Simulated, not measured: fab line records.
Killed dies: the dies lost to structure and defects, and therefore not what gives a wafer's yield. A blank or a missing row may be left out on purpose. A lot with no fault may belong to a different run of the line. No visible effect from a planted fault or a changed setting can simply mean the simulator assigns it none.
fab line records	flow n5-finfet
record lots=5	wafers=15	last-day=15
route steps=1938 shown SD_EPI_P@309 SD_ACTIVATION@330 ILD0@335 SDB@347 MOL_CONTACT_COAG@538 PASSIVATION@1936
lots that met no fault: taken from a fault-free run of the same line
start-h: hours from the record's opening day to when the first of the lot's shown wafers began	wait-h: time in hours since the lot's previous step	" repeats the value in the row above	L1.1+2: several wafers, shown together as one row	- value missing, or start not given	* or withheld: withheld	< > ~ a bound
route shown NAME@n: a module of which the file shows steps, and the number in the route of the first	usual: the fault-free wafers' mean and standard deviation	same: alike in all rows	chamber/n: place in a boat	sites: readings site by site	_std_site: standard deviation of those values	_edge_site: the outer-site mean with the inner-site mean subtracted	radius-mm: for every site, how far away it sits from the centre of the wafer	mask NAME#n: copy n	behind: the last tool/chamber to shape the wafer	hold: reason for holding the lot/hours on hold/outcome of the hold	device: the n, p or np transistor that did not switch	end of line: the route-end tests of the same wafers	for a step that has no rows: nothing shown but its recipe	killed: not the wafer's yield, but the dies lost to structure and defects at the first sort	map: a wafer's dies, marking killed ones x, the rest . and places with no die _
set.NAME: the setting as run; set.NAME@STEP: as run at that earlier step	model.NAME: the simulator's own value behind a step, which no gauge read
certain route steps with their lots: each step a table, each wafer a row
services: from which hour (start-h, from the record's first day; less than 0 if before it) a tool's chamber was out of use, for how many hours, and why
## steps
# step N5_SD_EPI_P_STRIP_38
# recipe chemistry=N2/H2	temp-c=40	n2-flow-sccm=200	h2-flow-sccm=200	rf-frequency-hz=6e+07
# step N5_SD_EPI_P_ETCHBACK_46
# recipe chemistry=CH3F/O2	mode=anisotropic-etchback	target=SiNx	target-depth-a=175	stop-on=SiO2	over-etch-frac=0.3	ion-energy-ev=120	pressure-mtorr=30	source-w=395	bias-w=73	Ar_flow_sccm=150	CH3F_flow_sccm=30	O2_flow_sccm=20
# step N5_SD_EPI_P_ETCH_47
# recipe chemistry=CH3F/O2	target=SiOCN	target-depth-a=250	mask-material=SOC	ion-energy-ev=60	bias-w=29	pressure-mtorr=30	source-w=410	Ar_flow_sccm=150	CH3F_flow_sccm=30	O2_flow_sccm=20
# step N5_SD_EPI_P_ETCH_16
# recipe chemistry=CHF3/O2	target=SiO2	target-depth-a=50	mask-material=SOC	pressure-mtorr=30	source-w=650	bias-w=170	Ar_flow_sccm=200	CHF3_flow_sccm=50	O2_flow_sccm=5	ion-energy-ev=200
# usual bias-w=170.0/0.52	drypump-motor-current-A=5.89/0.26	oes-product-au=0.78/0.079	rf-vpp-V=521/22	showerhead-plenum-p-Torr=2.43/0.065	throttle-valve-pct=18.82/0.19
lot.wafer	tool	chamber	start-h	wait-h	bias-w	drypump-motor-current-A	oes-product-au	rf-hours-counter-h	rf-vpp-V	showerhead-plenum-p-Torr	throttle-valve-pct
L824.1	rie-diel-02	1	70.32	0.1	170.2	5.98	0.91	25	540	2.56	18.61
L824.3	"	2	"	"	169.6	5.97	0.78	127	502	2.44	18.70
L824.4	"	0	"	"	169.3	5.47	0.69	242	539	2.37	18.91
L826.3	rie-diel-03	3	78.33	0.1	170.4	5.85	0.73	195	535	2.47	18.71
L826.4	"	1	"	"	169.3	5.45	0.73	177	545	2.41	19.30
L826.5	"	1	"	"	169.5	5.47	0.73	-	543	2.41	19.29
L828.2	rie-diel-02	3	88.79	0.1	169.7	6.16	0.68	237	490	2.39	18.92
L828.4	"	3	"	"	169.9	6.14	0.68	-	490	2.39	18.90
L828.6	"	2	"	"	169.2	5.95	0.78	-	502	2.43	18.71
L829.1	rie-diel-03	1	96.57	0.1	170.9	5.48	0.72	182	545	2.41	19.30
L829.3	"	0	"	"	170.1	5.73	0.79	142	526	2.33	18.97
L829.5	"	0	"	"	169.2	5.74	0.78	-	527	2.33	18.98
L839.1	rie-diel-06	1	157.39	0.1	169.5	6.48	0.86	48	545	2.47	18.64
L839.2	"	2	"	"	169.3	6.01	0.71	192	516	2.36	18.80
L839.3	"	3	"	"	170.4	5.81	0.69	208	513	2.40	19.24
# step N5_SD_EPI_P_STRIP_50
# recipe chemistry=CHF3/O2	resist=SiARC	rf-frequency-hz=6e+07
# step N5_SD_EPI_P_SD_RECESS_17
# recipe chemistry=HBr/Cl2/O2	target-depth-a=391	bt-time-s=3	pressure-mtorr=10	icp-w=800	bias-w=112	HBr_flow_sccm=150	Cl2_flow_sccm=80	O2_flow_sccm=12
# step N5_SD_EPI_P_WET_ETCH_45
# recipe chemistry=dHF	dilution=withheld	time-s=10.7	target=SiO2	target-depth-a=20	temp-c=25	dry=ipa-marangoni	rinse-time-s=30	rinse-temp-c=23
# step N5_SD_EPI_P_STRIP_40
# recipe chemistry=N2/H2	power-w=1000	temp-c=250	h2-frac=0.65	overash-fraction=0.3	pressure-mtorr=withheld	n2-flow-sccm=1750	h2-flow-sccm=3250
# usual drypump-motor-current-A=5.4/0.42	heater-power-w=312/10	oes-product-au=0.763/0.01
lot.wafer	tool	chamber	start-h	wait-h	drypump-motor-current-A	heater-power-w	oes-product-au	rf-hours-counter-h
L824.1	plasma-asher-02	0	70.54	0.0	5.1	331	0.761	87
L824.3	"	0	"	"	5.1	332	0.760	-
L824.4	"	1	"	"	5.8	315	0.758	-
L826.3	plasma-asher-01	0	78.57	0.0	5.8	304	0.777	-
L826.4	"	1	"	"	4.9	307	0.758	-
L826.5	"	0	"	"	5.8	308	0.751	-
L828.2	plasma-asher-01	1	89.00	0.0	4.9	302	0.770	42
L828.4	"	1	"	"	4.9	302	0.768	-
L828.6	"	0	"	"	5.8	308	0.761	-
L829.1	plasma-asher-02	1	96.78	0.0	5.8	308	0.762	93
L829.3	"	0	"	"	5.1	331	0.771	-
L829.5	"	1	"	"	5.8	314	0.764	-
L839.1	plasma-asher-01	0	157.60	0.0	5.7	314	0.763	55
L839.2	"	1	"	"	4.9	310	0.758	55
L839.3	"	1	"	"	4.9	301	0.787	-
# step N5_SD_EPI_P_PRECLEAN_52
# recipe chemistry=O3/DIW	time-s=60	temp-c=22	o3-ppm=10
# step N5_SD_EPI_P_SRD_20
# recipe dry=ipa-marangoni	do-ppb=5	time-s=30	temp-c=23	rinse-liquid=diw
# step N5_SD_EPI_P_PRECLEAN_51
# recipe chemistry=NF3:NH3	afs-cycles=1	temp-c=30	time-s=20	sublimation-temp-c=180	sublimation-time-s=60	pressure-torr=3	rf-power-w=30
# step N5_SD_EPI_P_VAPOR_ETCH_44
# recipe chemistry=NF3/Ar	target=SiGe30	temp-c=25	time-s=3.3	mode=isotropic
# step N5_SD_EPI_P_EPI_21
# recipe material=SiGe:B	dopant=B	temp-c=550	pressure-torr=20	ambient=H2	time-s=355
lot.wafer	tool	chamber	start-h	wait-h	model.SiGe-B_of_SD_EPI_P_EPI_21.thk-nm
L824.1	epi-rpcvd-02	0	71.06	0.1	62.2
L824.3	"	0	"	"	63
L824.4	"	0	"	"	62
L826.3+4	epi-rpcvd-03	0	80.15	1.1	60.8
L826.5	"	0	"	"	60.4
L828.2	epi-rpcvd-01	0	89.88	0.5	60.8
L828.4	"	0	"	"	60.6
L828.6	"	0	"	"	59.2
L829.1	epi-rpcvd-03	0	97.42	0.2	60.6
L829.3	"	0	"	"	62.6
L829.5	"	0	"	"	61.6
L839.1	epi-rpcvd-01	0	158.12	0.1	57.6
L839.2	"	0	"	"	57.4
L839.3	"	0	"	"	57.8
# step N5_SD_EPI_P_EPI_MEAS_23
# recipe mode=xrd
# usual thk-nm=61.0/1.3
lot.wafer	tool	chamber	start-h	wait-h	thk-nm
L824.1	film-metro-01	-	73.25	1.8	62.8
L824.3	"	-	"	"	64.1
L824.4	"	-	"	"	59.3
L826.3	film-metro-02	-	82.11	1.5	60.2
L826.4	"	-	"	"	61.6
L826.5	"	-	"	"	59.0
L828.2	film-metro-02	-	91.72	1.5	59.0
L828.4	"	-	"	"	59.9
L828.6	"	-	"	"	58.1
L829.1	film-metro-01	-	100.34	2.4	60.8
L829.3	"	-	"	"	61.2
L829.5	"	-	"	"	61.2
L839.1	film-metro-01	-	160.32	1.8	59.8
L839.2	"	-	"	"	56.5
L839.3	"	-	"	"	59.7
# step N5_SD_EPI_P_HM_STRIP_48
# recipe chemistry=H3PO4	temp-c=160	material=SiNx	target=SiNx	target-depth-a=30	overetch-fraction=0.3
# step N5_SD_EPI_P_SRD_49
# recipe dry=ipa-marangoni	time-s=30	temp-c=23	rinse-liquid=diw
# step N5_SD_EPI_P_PRECLEAN_24
# recipe chemistry=O3/DIW	time-s=45	temp-c=22	o3-ppm=10
# step N5_SD_EPI_P_PRECLEAN_32
# recipe chemistry=dHF	time-s=10	dilution=500:1	temp-c=25
# step N5_SD_EPI_P_PRECLEAN_33
# recipe chemistry=SC2	time-s=45	temp-c=35	mix=1:1:50
# step N5_SD_EPI_P_SRD_25
# recipe time-s=30	temp-c=23	rinse-liquid=diw	dry=ipa-marangoni
# step N5_SD_EPI_P_INSPECT_26
# recipe inspect-instrument=darkfield	mode=post-epi
# usual raw-defect-count=165/37
lot.wafer	tool	chamber	start-h	wait-h	raw-defect-count
L824.1	defect-inspect-02	-	73.43	0.0	148
L824.3	"	-	"	"	175
L824.4	"	-	"	"	154
L826.3	defect-inspect-01	-	82.28	0.0	122
L826.4	"	-	"	"	133
L826.5	"	-	"	"	118
L828.2	defect-inspect-02	-	91.89	0.0	147
L828.4	"	-	"	"	163
L828.6	"	-	"	"	184
L829.1	defect-inspect-02	-	100.51	0.0	130
L829.3	"	-	"	"	153
L829.5	"	-	"	"	116
L839.1	defect-inspect-02	-	160.49	0.0	117
L839.2	"	-	"	"	202
L839.3	"	-	"	"	144
# step N5_SD_ACTIVATION_RTA_00
# recipe temp-c=975	time-s=0	ambient=N2	idle-temp-c=600	ramp-up-c-per-s=150	ramp-down-c-per-s=60	cool-to-c=600
# step N5_SD_ACTIVATION_LSA_01
# recipe temp-c=1080	time-s=0.0008	ambient=N2
# usual wafer_temp_C_max=1085.6/1.3
lot.wafer	tool	chamber	start-h	wait-h	wafer_temp_C_max
L824.1	laser-anneal-01	0	73.66	0.2	1087.0
L824.3	"	0	"	"	1086.4
L824.4	"	0	"	"	1086.4
L826.3	laser-anneal-01	0	82.57	0.2	1087.6
L826.4	"	0	"	"	1087.4
L826.5	"	0	"	"	1089.4
L828.2	laser-anneal-01	0	92.19	0.2	1086.3
L828.4	"	0	"	"	1087.1
L828.6	"	0	"	"	1085.0
L829.1	laser-anneal-02	0	100.78	0.2	1083.4
L829.3	"	0	"	"	1084.8
L829.5	"	0	"	"	1085.8
L839.1	laser-anneal-02	0	160.89	0.2	1085.6
L839.2	"	0	"	"	1083.5
L839.3	"	0	"	"	1085.0
# step N5_SD_ACTIVATION_INSPECT_02
# recipe inspect-instrument=darkfield	mode=post-anneal
# usual raw-defect-count=165/37
lot.wafer	tool	chamber	start-h	wait-h	raw-defect-count
L824.1	defect-inspect-01	-	74.18	0.2	149
L824.3	"	-	"	"	179
L824.4	"	-	"	"	170
L826.3	defect-inspect-01	-	83.03	0.1	133
L826.4	"	-	"	"	137
L826.5	"	-	"	"	110
L828.2	defect-inspect-01	-	92.68	0.1	141
L828.4	"	-	"	"	177
L828.6	"	-	"	"	208
L829.1	defect-inspect-01	-	101.30	0.2	125
L829.3	"	-	"	"	158
L829.5	"	-	"	"	117
L839.1	defect-inspect-02	-	161.42	0.2	104
L839.2	"	-	"	"	189
L839.3	"	-	"	"	148
# step N5_ILD0_LINER_00
# recipe material=SiNx	target-thk-a=40	temp-c=400	ald-precursor-family=SiH2I2	ald-co-reactant=N2/H2-plasma	pulse-time-s=1	purge-time-s=2	co-reactant-purge-time-s=2	ald-cycles=80	pressure-torr=2
# step N5_ILD0_FCVD_FILL_01
# recipe material=SiO2_flowable	target-thk-a=2000	temp-c=100	pressure-torr=0.8	rf-w=2000	time-s=328.3
# step N5_ILD0_CURE_02
# recipe temp-c=450	time-s=1800	ambient=steam	idle-temp-c=400	ramp-up-c-per-min=5	ramp-down-c-per-min=3	densification-p-h2o-torr=640
# step N5_ILD0_CMP_03
# recipe stop-on=SiNx	t-overpolish-s=1.9	post-cmp-clean=alkaline-brush	down-force-psi=4.1491	platen-rpm=51.796	pad-velocity-m-s=1.0306	target-thk-nm=197.38
# usual motor-current-A=12.6/1.1	overpolish-run-s=1.899/0.0093	time-to-endpoint-s=72/5.6
lot.wafer	tool	chamber	start-h	wait-h	motor-current-A	overpolish-run-s	time-to-endpoint-s
L824.4	cmp-04	1	76.59	0.0	12.5	1.912	83
L824.1	"	2	"	"	13.0	1.893	67
L824.3	"	0	"	"	12.4	1.899	74
L826.4	cmp-03	0	85.73	0.1	12.3	1.903	78
L826.3	"	2	"	"	11.4	1.897	67
L826.5	"	0	"	"	13.2	1.897	75
L828.2	cmp-04	2	95.29	0.1	13.0	1.910	67
L828.4	"	3	"	"	12.5	1.894	71
L828.6	"	0	"	"	12.4	1.898	74
L829.1	cmp-03	1	103.74	0.1	14.2	1.900	69
L829.3	"	2	"	"	10.9	1.894	69
L829.5	"	0	"	"	12.4	1.898	78
L839.1	cmp-04	1	163.99	0.0	13.0	1.897	78
L839.3	"	2	"	"	12.9	1.885	62
L839.2	"	0	"	"	12.6	1.900	71
# step N5_ILD0_THK_MEAS_04
# usual thk-nm=197.3/1.7
lot.wafer	tool	chamber	start-h	wait-h	thk-nm
L824.1	film-metro-02	-	76.88	-	196.2
L824.3	"	-	"	"	199.3
L824.4	"	-	"	"	198.9
L826.3	film-metro-01	-	85.98	-	197.7
L826.4	"	-	"	"	200.1
L826.5	"	-	"	"	199.7
L828.2	film-metro-01	-	95.51	-	196.9
L828.4	"	-	"	"	197.3
L828.6	"	-	"	"	197.8
L829.1	film-metro-01	-	104.00	-	195.8
L829.3	"	-	"	"	196.5
L829.5	"	-	"	"	196.1
L839.1	film-metro-01	-	164.29	-	198.9
L839.2	"	-	"	"	196.6
L839.3	"	-	"	"	196.2
# step N5_ILD0_CMP_07
# recipe stop-on=poly-Si	material=SiO2_flowable	t-overpolish-s=1.18	post-cmp-clean=alkaline-brush	down-force-psi=4.1491	platen-rpm=51.796	pad-velocity-m-s=1.0306	target-thk-nm=138.88
# step N5_ILD0_THK_MEAS_08
# usual thk-nm=139.5/1.6
lot.wafer	tool	chamber	start-h	wait-h	thk-nm
L824.1	film-metro-02	-	77.21	-	141.8
L824.3	"	-	"	"	137.2
L824.4	"	-	"	"	139.2
L826.3	film-metro-01	-	86.31	-	139.2
L826.4	"	-	"	"	139.2
L826.5	"	-	"	"	141.5
L828.2	film-metro-01	-	95.84	-	139.6
L828.4	"	-	"	"	140.7
L828.6	"	-	"	"	138.0
L829.1	film-metro-01	-	104.32	-	138.6
L829.3	"	-	"	"	138.2
L829.5	"	-	"	"	138.7
L839.1	film-metro-01	-	164.61	-	136.9
L839.2	"	-	"	"	139.6
L839.3	"	-	"	"	139.0
# step N5_ILD0_PRECLEAN_10
# recipe chemistry=NF3:NH3	afs-cycles=5	time-s=20	temp-c=30	sublimation-temp-c=180	sublimation-time-s=60	pressure-torr=3	rf-power-w=30
# step N5_ILD0_ALD_15
# recipe material=SiNx	target-thk-a=240	temp-c=400	ald-precursor-family=SiH2I2	ald-co-reactant=N2/H2-plasma	pulse-time-s=1	ald-cycles=480	purge-time-s=2	co-reactant-purge-time-s=2	pressure-torr=2
# step N5_ILD0_CMP_12
# recipe stop-on=poly-Si	material=SiNx	t-overpolish-s=6	post-cmp-clean=alkaline-brush	down-force-psi=2.5	platen-rpm=51.8	pad-velocity-m-s=1.0307	target-thk-nm=17.67
# usual motor-current-A=9.2/0.85	overpolish-run-s=6.000/0.0084	time-to-endpoint-s=31/3.9
lot.wafer	tool	chamber	start-h	wait-h	motor-current-A	overpolish-run-s	time-to-endpoint-s
L824.3	cmp-04	0	80.23	1.1	9.2	5.984	30
L824.4	"	1	"	"	9.5	6.005	36
L824.1	"	2	"	"	10.0	6.015	25
L826.4	cmp-03	1	89.23	1.1	10.9	6.008	31
L826.3	"	0	"	"	9.8	5.998	34
L826.5	"	2	"	"	8.0	6.007	28
L828.4	cmp-03	2	98.75	1.1	8.1	6.002	27
L828.2	"	3	"	"	8.7	5.992	28
L828.6	"	3	"	"	8.4	6.004	26
L829.3	cmp-04	2	107.24	1.1	9.5	6.000	27
L829.1	"	3	"	"	8.3	6.002	33
L829.5	"	3	"	"	8.9	5.991	32
L839.2	cmp-01	1	167.53	1.1	10.3	6.003	32
L839.3	"	2	"	"	7.8	6.003	33
L839.1	"	0	"	"	9.0	6.004	28
# step N5_ILD0_THK_MEAS_13
# usual thk-nm=18.5/1.6
lot.wafer	tool	chamber	start-h	wait-h	thk-nm
L824.1	film-metro-02	-	80.52	-	16.5
L824.3	"	-	"	"	19.6
L824.4	"	-	"	"	22.3
L826.3	film-metro-01	-	89.52	-	20.7
L826.4	"	-	"	"	18.9
L826.5	"	-	"	"	16.8
L828.2	film-metro-01	-	99.05	-	17.1
L828.4	"	-	"	"	16.5
L828.6	"	-	"	"	17.5
L829.1	film-metro-01	-	107.54	-	17.4
L829.3	"	-	"	"	17.0
L829.5	"	-	"	"	18.5
L839.1	film-metro-01	-	167.82	-	17.7
L839.2	"	-	"	"	20.2
L839.3	"	-	"	"	20.5
# step N5_ILD0_INSPECT_06
# recipe inspect-instrument=darkfield	mode=post-cmp
# usual raw-defect-count=35/14
lot.wafer	tool	chamber	start-h	wait-h	raw-defect-count
L824.1	defect-inspect-02	-	80.55	0.0	20
L824.3	"	-	"	"	45
L824.4	"	-	"	"	40
L826.3	defect-inspect-01	-	89.55	0.0	49
L826.4	"	-	"	"	30
L826.5	"	-	"	"	37
L828.2	defect-inspect-02	-	99.07	0.0	22
L828.4	"	-	"	"	26
L828.6	"	-	"	"	52
L829.1	defect-inspect-02	-	107.56	0.0	36
L829.3	"	-	"	"	44
L829.5	"	-	"	"	76
L839.1	defect-inspect-02	-	167.85	0.0	16
L839.2	"	-	"	"	28
L839.3	"	-	"	"	31
# step N5_SDB_HM_DEP_00
# recipe material=SiNx	target-thk-a=400	temp-c=400	precursor=SiH4/NH3/N2	pressure-torr=1.5	rf-w=300	time-s=35.3
# step N5_SDB_COAT_03
# recipe resist=SOC	temp-c=250	time-s=60	spin-rpm=1500	resist-thk-nm=100
# step N5_SDB_COAT_04
# recipe resist=SiARC	temp-c=220	time-s=60	spin-rpm=1500	resist-thk-nm=18
# step N5_SDB_COAT_05
# recipe resist=CAR-ArF	spin-rpm=1500	resist-thk-nm=90
# step N5_MOL_CONTACT_COAG_ETCH_110
# recipe chemistry=CF4/O2	target=Si	target-depth-a=25	time-s=8	pressure-mtorr=100	source-w=200	bias-w=12	ion-energy-ev=60	Ar_flow_sccm=100	cf4-flow-sccm=100	O2_flow_sccm=10
# usual bias-w=12.00/0.034	drypump-motor-current-A=5.3/0.47	oes-product-au=0.75/0.096	rf-vpp-V=129/4.9	showerhead-plenum-p-Torr=2.20/0.078	throttle-valve-pct=10.80/0.29
lot.wafer	tool	chamber	start-h	wait-h	bias-w	drypump-motor-current-A	oes-product-au	rf-hours-counter-h	rf-vpp-V	showerhead-plenum-p-Torr	throttle-valve-pct	model.SiGe-B_of_SD_EPI_P_EPI_21.thk-nm
L824.1	rie-diel-05	1	102.82	0.0	11.96	6.5	0.76	140	129	2.16	10.76	59.4
L824.3	"	3	"	"	12.05	4.9	0.78	156	120	2.13	10.79	60
L824.4	"	0	"	"	12.00	5.9	0.67	243	128	2.18	10.87	59
L826.3	rie-diel-01	3	112.73	0.0	12.02	4.9	0.69	225	130	2.18	10.77	58
L826.4	"	1	"	"	11.99	4.7	0.74	-	123	2.30	10.85	57.8
L826.5	"	3	"	"	12.01	4.8	0.68	-	128	2.18	10.77	57.6
L828.2	rie-diel-04	1	123.10	0.0	11.96	5.3	0.66	236	130	2.09	10.92	58
L828.4	"	3	"	"	12.02	4.8	0.71	177	135	2.32	11.06	57.8
L828.6	"	2	"	"	12.00	5.3	0.73	-	124	2.14	10.61	56.4
L829.1	rie-diel-01	3	130.93	0.0	12.00	4.9	0.68	226	129	2.18	10.76	57.8
L829.3	"	0	"	"	12.02	4.9	0.68	247	135	2.21	11.11	59.6
L829.5	"	2	"	"	12.01	6.3	0.66	-	123	2.18	10.99	58.8
L839.1	rie-diel-01	1	190.05	0.0	11.97	4.7	0.72	200	123	2.29	10.92	54.8
L839.2	"	3	"	"	11.97	4.9	0.67	248	128	2.18	10.83	54.6
L839.3	"	2	"	"	12.04	6.3	0.66	244	125	2.17	11.04	55.2
# step N5_PASSIVATION_PROBE_49
# usual killed_at_M0_to_M3=35/11	killed_at_M4_up=13/5.7	killed-at-contacts=12/5.7	killed-at-front-end=40/11	killed-at-other=4/4.4	killed-dies=105/18	killed-open=68/14	killed-short=34/7.4
# same gross-dies=1180	killed-at-back-side=0
lot.wafer	tool	chamber	start-h	wait-h	killed_at_M0_to_M3	killed_at_M4_up	killed-at-contacts	killed-at-front-end	killed-at-other	killed-dies	killed-open	killed-short
L824.1	prober-01	-	282.66	0.0	62	5	8	28	5	108	71	30
L824.3	prober-01	-	282.76	0.1	36	11	10	46	7	110	59	39
L824.4	prober-01	-	282.81	0.2	52	10	24	30	5	121	74	46
L839.1	prober-02	-	363.64	0.5	39	7	9	28	7	90	67	22
L839.2	prober-02	-	363.69	0.5	42	4	7	37	68	158	66	29
L839.3	prober-02	-	363.74	0.6	29	14	4	29	134	210	55	26
# killed by level:class
L824.1 BEOL_M3:geometric-particle:open=16 BEOL_M2:geometric-particle:open=11 BEOL_M0_SAQP:geometric-particle:open=9 STI_FIN_REVEAL:geometric-particle:open=8 BEOL_M0_SAQP:geometric-particle:short=8 BEOL_M1:geometric-particle:open=8 MOL_CONTACT_COAG:geometric-particle:open=6 FIN_SAQP:geometric-particle:open=5
L824.3 FIN_SAQP:geometric-particle:open=10 MOL_CONTACT_COAG:geometric-particle:open=9 BEOL_M2:geometric-particle:open=6 BEOL_M0_SAQP:geometric-particle:short=6 BEOL_M0_SAQP:geometric-particle:open=6 BEOL_M3:geometric-particle:short=6 GATE_CUT:geometric-particle:short=5 FIN_SAQP:geometric-particle:short=4
L824.4 MOL_CONTACT_COAG:geometric-particle:open=20 BEOL_M2:geometric-particle:open=14 BEOL_M0_SAQP:geometric-particle:short=13 BEOL_M3:geometric-particle:open=10 FIN_SAQP:geometric-particle:short=6 BEOL_M1:geometric-particle:short=5 FIN_SAQP:geometric-particle:open=4 STI_FIN_REVEAL:geometric-particle:short=4
L839.1 BEOL_M1:geometric-particle:open=8 MOL_CONTACT_COAG:geometric-particle:open=8 BEOL_M0_SAQP:geometric-particle:open=8 BEOL_M2:geometric-particle:open=7 FIN_SAQP:geometric-particle:short=6 BEOL_M0_SAQP:geometric-particle:short=6 FIN_SAQP:geometric-particle:open=5 BEOL_M0:geometric-particle:open=5
L839.2 PASSIVATION:area-etch=57 BEOL_M1:geometric-particle:open=11 STI_FIN_REVEAL:geometric-particle:open=8 DUMMY_GATE:geometric-particle:open=8 BEOL_M3:geometric-particle:open=8 PASS1_CAP:geometric-particle:open=6 BEOL_M2:geometric-particle:open=6 FIN_SAQP:geometric-particle:open=5
L839.3 PASSIVATION:area-etch=127 BEOL_M0_SAQP:geometric-particle:open=10 BEOL_M2:geometric-particle:open=7 FIN_SAQP:geometric-particle:short=5 STI_FIN_REVEAL:geometric-particle:open=5 GATE_CUT:geometric-particle:short=4 MOL_CONTACT_COAG:geometric-particle:open=4 BEOL_M0_SAQP:geometric-particle:short=4
## services
tool	chamber	start-h	hours	kind
plasma-asher-02	-	47.60	4.3	pm
rie-diel-03	0	47.69	2.1	repair
cmp-03	-	50.71	6.3	pm
rie-diel-06	2	58.47	8.6	repair
cmp-03	-	68.20	0.2	repair
rie-diel-05	-	71.46	0.8	repair
epi-rpcvd-02	-	77.21	1.2	repair
laser-anneal-02	-	79.48	4.3	pm
rie-diel-02	0	84.26	23.0	repair
cmp-01	-	84.84	16.2	pm
plasma-asher-01	-	96.63	1.2	repair
rie-diel-01	-	102.19	4.3	pm
rie-diel-01	2	107.31	5.2	repair
rie-diel-01	-	114.81	14.6	pm
rie-diel-05	2	120.99	4.6	repair
cmp-04	-	126.13	0.8	repair
cmp-04	-	133.17	4.0	pm
cmp-03	-	134.08	1.0	repair
cmp-04	-	137.17	-	consumable-replace:conditioner
rie-diel-04	1	152.74	6.5	repair
laser-anneal-01	-	171.54	1.6	pm
cmp-03	-	173.25	0.5	repair
cmp-03	-	178.69	1.7	repair
epi-rpcvd-03	-	184.54	6.0	pm
## key
first-sign none at tools or gauges
model-effect step=N5_SD_EPI_P_EPI_21	value=SiGe-B_of_SD_EPI_P_EPI_21.thk-nm	without=61.33	struck=57.6
model-effect step=N5_MOL_CONTACT_COAG_ETCH_110	value=SiGe-B_of_SD_EPI_P_EPI_21.thk-nm	without=58.47	struck=54.87
met-at N5_SD_EPI_P_EPI_21
struck-wafers L839.1,L839.2,L839.3
tester-left-out L839
baseline-loss step=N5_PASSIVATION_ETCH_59	wafers=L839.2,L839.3
onset-between 89.88 158.12
also-fits time
fault kind=process-parameter-drift	tool=epi-rpcvd-01	chamber=0	onset-h=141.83	steps=N5_SD_EPI_P_EPI_21	channel=time-s	offset=*	shape=step	end-h=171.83	acts-in=*	stated=*
# tester-left-out: of these lots the tester's yield and bins aren't shown, on N5 and GAA mostly nor the transistor test; their killed dies are dies lost to structure and defects alone, not to doping, threshold or leakage, so they don't give the yield
# baseline-loss: these wafers lose ten dies or more at that step, a loss of the line's own and not of a fault; the sort's usual values leave them out
